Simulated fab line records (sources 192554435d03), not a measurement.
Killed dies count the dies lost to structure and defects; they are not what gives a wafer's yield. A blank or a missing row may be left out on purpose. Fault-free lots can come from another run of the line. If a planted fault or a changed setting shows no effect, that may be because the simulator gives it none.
Chamber matching -- flow n5Finfet -- N5_BEOL_M4_ETCH_74 on rieDiel-06 has 4 sister chambers
The step etches underlayer in N2/H2, target depth 6.5 nm, time 5.2 s. 4 wafers are shown with their chamber, then 8 later ones without.

WAFERS, EACH WITH ITS CHAMBER
wafer,chamber,drypumpMotorCurrentA (A)
L083.4,1,6.1
L086.3,3,6.0
L086.4,0,5.0
L090.2,2,5.1

WAFERS WITH NO CHAMBER GIVEN
wafer,drypumpMotorCurrentA (A)
L090.5,5.1
L090.6,5.1
L091.2,6.0
L091.4,5.2
L091.5,5.1
L092.2,5.9
L092.3,5.0
L092.4,5.0

CHAMBER TAKEN BY EACH
wafer,from the rows above,in truth
L090.5,can't be placed: 2 or 0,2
L090.6,can't be placed: 2 or 0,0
L091.2,can't be placed: 3 or 1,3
L091.4,can't be placed: 2 or 0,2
L091.5,can't be placed: 2 or 0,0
L092.2,can't be placed: 3 or 1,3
L092.3,can't be placed: 0 or 2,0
L092.4,can't be placed: 0 or 2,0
Placed correctly: 0 of 8. From these rows, 8 cannot be placed; in 8 the true chamber is one of the candidates. 0 placed wrongly.
How it was worked out, from the rows above alone: a wafer's distance from a chamber is the root of the sum, over the readings, of the square of ((its reading less the chamber's mean) divided by the reading's scatter). If the next closest chamber is less than 2 further off than the closest, the wafer can't be placed; otherwise it belongs to the closest. The mean given for a chamber averages the wafers shown for that chamber. The scatter (one wafer shown for each chamber): square how far every hidden wafer sits from the nearest shown wafer, average those squares and take the square root.
